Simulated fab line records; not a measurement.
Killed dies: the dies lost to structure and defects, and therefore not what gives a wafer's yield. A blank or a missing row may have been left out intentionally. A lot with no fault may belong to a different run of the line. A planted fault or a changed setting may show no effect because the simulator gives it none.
Comparing a struck lot with a sound one -- flow nand-harc -- 41 out of 1302 route steps
Sound: these wafers, L299.1, L299.3, L299.6. Wafers struck: L314.2, L314.3, L314.6. The cause is given at the end.
At each step with rows: each side's tool, then ch and its chambers, then its first start. Under that, the readings that differ: sound wafers -- struck wafers -- difference of the means -- sigmas: that difference in standard deviations of wafers without a fault.
alike: words and numbers the same on both sides, and readings whose means are apart by under 2 such deviations; not compared: readings that were withheld, readings missing a value for some wafer, numbers with overlapping values and no deviation given by the record, and bounds like >300 which may hide the same value.
Wherever a step has rows on one side only, a row that says differs or no value, or a row with sigmas, the two part there. When numbers do not overlap yet have no deviation, they are printed without sigmas and do not part them. Lack of a reading on every wafer of one side parts them only where that side has two or more wafers.

NHARC_P_GATE_STRIP_95: strips in O2.
  sound on plasma-asher-02 ch 0,1, day 6 10:46; struck on plasma-asher-02 ch 0,1, day 12 19:11
  alike: drypump-motor-current-A, heater-power-w
  not compared: rf-hours-counter-h
then, 3 steps without rows for these wafers: NHARC_P_GATE_STRIP_96 (strips in SPM, time 900 s); NHARC_P_GATE_RTA_64 (time 1 s); NHARC_P_GATE_ETCH_77 (etches SiO2 in dHF, target depth 6 nm).
NHARC_P_GATE_DEGAS_109: time 60 s.
  sound on pvd-sputter-01 at day 6 11:40; struck on pvd-sputter-03 at day 12 20:03
  alike: heater-power-w
then, 3 steps without rows for these wafers: NHARC_P_GATE_PRE_CLEAN_110 (time 30 s); NHARC_P_GATE_SPUTTER_78 (material Ni, target thk 10 nm); NHARC_P_GATE_SPUTTER_79 (material TiN, target thk 10 nm).
NHARC_P_GATE_RTA_80: time 30 s.
  sound on rtp-anneal-01 ch 0, day 6 11:58; struck on rtp-anneal-01 ch 0, day 12 20:22
  alike: wafer_temp_C_max
then, 1 step without rows for these wafers: NHARC_P_GATE_STRIP_67 (strips in SPM, time 600 s).
NHARC_P_GATE_RTA_82: time 30 s.
  sound on rtp-anneal-02 ch 0, day 6 12:26; struck on rtp-anneal-01 ch 0, day 12 20:49
reading,sound,struck,difference,sigmas
lamp-power-pct (%),3.61 3.61 3.61,3.91 3.90 3.90,+0.29,+2
lamp_zone_6_pct (%),3.59 3.58 3.59,3.87 3.87 3.87,+0.28,+2
  alike: wafer_temp_C_max
NHARC_P_GATE_INSPECT_68:
  sound on defect-inspect-02 at day 6 12:37; struck on defect-inspect-02 at day 12 20:59
  alike: raw-defect-count
NHARC_P_CONTACT_DEP_30: deposits SiNx, target thk 30 nm.
  sound on pecvd-03 ch 1,2, day 6 12:47; struck on pecvd-02 ch 0,1, day 12 21:04
reading,sound,struck,difference,sigmas
heater-power-w (W),546 574 547,911 739 892,+292,+2
  alike: rf-fwd-power-W
then, 13 steps without rows for these wafers: NHARC_P_CONTACT_DEP_00 (deposits SiO2, target thk 500 nm); NHARC_P_CONTACT_CMP_01 (polishes SiO2, target thk 200 nm); NHARC_P_CONTACT_SRD_03; NHARC_P_CONTACT_DEHYDRATE_04 (time 120 s); NHARC_P_CONTACT_HMDS_05 (time 30 s); NHARC_P_CONTACT_COAT_33 (time 75 s); NHARC_P_CONTACT_COAT_34 (time 65 s); NHARC_P_CONTACT_COAT_06 (resist thk 90 nm); NHARC_P_CONTACT_SOFTBAKE_07 (time 55 s); NHARC_P_CONTACT_EBR_08; NHARC_P_CONTACT_EXPOSE_09 (exposes mask P CA, target cd 90 nm); NHARC_P_CONTACT_PEB_10 (peb time 65 s); NHARC_P_CONTACT_DEVELOP_11 (develop time 35 s).
NHARC_P_CONTACT_CD_MEAS_12: the cd target is 90 nm.
  sound on cd-sem-03 ch 0, day 6 14:17; struck on cd-sem-03 ch 0, day 12 22:37
  alike: cd-nm
NHARC_P_CONTACT_OVL_MEAS_13:
  sound on overlay-01 at day 6 14:22; struck on overlay-02 at day 12 22:42
  alike: overlay-x-nm, overlay-y-nm
then, 5 steps without rows for these wafers: NHARC_P_CONTACT_DESCUM_17 (chemistry O2, time 3 s); NHARC_P_CONTACT_ETCH_35 (etches the open film in CF4, target depth 39 nm, time 65 s); NHARC_P_CONTACT_ETCH_36 (etches the open film in N2/H2, target depth 260 nm, time 406.25 s); NHARC_P_CONTACT_ETCH_18 (etches the open film in C4F8/O2/Ar, target depth 481 nm, time 240.5 s); NHARC_P_CONTACT_STRIP_37 (strips in C4F8/O2/Ar).
NHARC_P_CONTACT_ETCH_31: etches the open film in CH3F/O2, target depth 30 nm, time 85.7 s.
  sound on rie-diel-11 ch 0,1,3; struck on rie-diel-11 ch 1,3
  alike: drypump-motor-current-A, oes-product-au, rf-fwd-power-W, rf-vpp-V, showerhead-plenum-p-Torr, throttle-valve-pct
  not compared: rf-hours-counter-h
NHARC_P_CONTACT_CD_MEAS_19:
  sound on cd-sem-02 at day 6 15:20; struck on cd-sem-01 at day 12 23:40
  alike: cd-nm
then, 5 steps without rows for these wafers: NHARC_P_CONTACT_STRIP_28 (strips in O2); NHARC_P_CONTACT_STRIP_29 (strips in post etch residue remover, time 1200 s); NHARC_P_CONTACT_DEGAS_38 (time 60 s); NHARC_P_CONTACT_PRE_CLEAN_39 (time 19.5 s); NHARC_P_CONTACT_PVD_32 (deposits Ti, target thk 5 nm, time 17.7 s).
-- record jumps: 19 days between struck wafers' starts before vs after; left off in module P_CONTACT, resumes in module END, first step shown is number 1302 of the route --
NHARC_END_SORT_01:
  sound on prober-01 ch 0, day 25 11:55; struck on prober-01 ch 0, day 31 12:25
reading,sound,struck,difference,sigmas
killed-at-periphery,5 6 5,100 94 108,+95,+34
killed-dies,60 57 59,128 116 139,+69,+3
  alike: killed-at-array, killed-at-other, killed-open, killed-short

WHERE THEY PART
At NHARC_P_GATE_RTA_82 first; at NHARC_END_SORT_01 last (within this record only).

WHY: what had been put in by the simulator
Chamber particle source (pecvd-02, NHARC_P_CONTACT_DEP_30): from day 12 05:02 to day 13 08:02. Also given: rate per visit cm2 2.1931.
